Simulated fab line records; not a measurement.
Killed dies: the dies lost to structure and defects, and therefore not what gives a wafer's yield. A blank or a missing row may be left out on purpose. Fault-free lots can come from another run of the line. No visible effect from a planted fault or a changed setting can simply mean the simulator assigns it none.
Which tool is to blame? | flow n5 finfet | 24 lots (72 wafers sampled), 1 step of a 1938-step route

== WHAT THE GAUGES SHOWED, per wafer ==
N5_BEOL_M4_CD_MEAS_18: pitch 36 nm, target cd 18 nm.
lot  | measured     | on        | cd nm (nm)
L074 | day 7 11:03  | cd sem-03 | 17.7 17.8 17.6
L075 | day 8 04:47  | cd sem-02 | 18.1 18.2 18.3
L077 | day 8 05:21  | cd sem-03 | 18.1 17.4 17.7
L076 | day 8 10:28  | cd sem-03 | 18.4 18.5 18.2
L078 | day 8 19:03  | cd sem-03 | 17.7 17.4 17.9
L079 | day 8 19:46  | cd sem-03 | 17.8 18.0 17.7
L080 | day 9 03:55  | cd sem-03 | 18.0 18.2 18.4
L082 | day 9 18:07  | cd sem-01 | 18.0 18.3 18.2
L081 | day 9 18:14  | cd sem-02 | 17.8 17.9 17.9
L083 | day 9 19:31  | cd sem-01 | 18.3 18.2 18.0
L084 | day 9 22:19  | cd sem-01 | 18.3 17.8 17.9
L085 | day 10 17:34 | cd sem-03 | 18.0 18.2 17.9
L087 | day 11 05:55 | cd sem-03 | 18.2 17.8 17.5
L088 | day 11 09:03 | cd sem-01 | 18.6 18.2 17.6
L086 | day 11 09:46 | cd sem-02 | 17.6 17.3 17.6
L089 | day 11 14:50 | cd sem-03 | 17.5 18.0 18.0
L090 | day 11 19:06 | cd sem-03 | 17.9 17.7 17.9
L092 | day 11 21:52 | cd sem-03 | 17.1 18.1 17.9
L091 | day 11 21:55 | cd sem-02 | 17.9 17.4 18.0
L093 | day 12 19:03 | cd sem-02 | 18.3 17.6 17.8
L094 | day 13 08:53 | cd sem-01 | 17.2 17.5 18.2
L096 | day 13 11:34 | cd sem-03 | 18.4 18.3 17.6
L095 | day 13 11:56 | cd sem-02 | 18.0 17.9 18.1
L097 | day 13 13:41 | cd sem-02 | 18.0 18.3 18.4

== TOOL THAT RAN EACH LOT (tool first, then ch and the chambers of the sampled wafers, then the start) ==
No process step before these readings appears in the record.

== WHAT THE TOOLS THEMSELVES READ (means of the sampled wafers that have a number; where no wafer has one, the mark that the record gives instead) ==
The record holds no such reading with a usual standard deviation.

== THE ANSWER, worked out from the rows above alone ==
Rule: usual is defined by the lots themselves. Put in order of their means at a reading, lots are off if they are a third of the lots or fewer, leave a main group of 4 or more, and stand apart from it by a gap of 3 or more times the standard deviation of the main group's means; of several such gaps the widest counts. A main group is skipped when, at the precision printed for the reading in the tables above, its means are all equal. Also off: a lot with no number at a reading for which 4 or more lots have one. Where the step has rows for the other lots, those lots are counted as sound. The gauges are gone through in route order, then the tools' own readings, and for those a lot's mean is taken as printed above. The first step at which some lot is off is used, and at that step the reading that is off furthest; a lot without a number counts as furthest.
No lot is off on any of the readings shown, so nothing can be concluded from this.

== WHAT WAS PUT IN BY THE SIMULATOR ==
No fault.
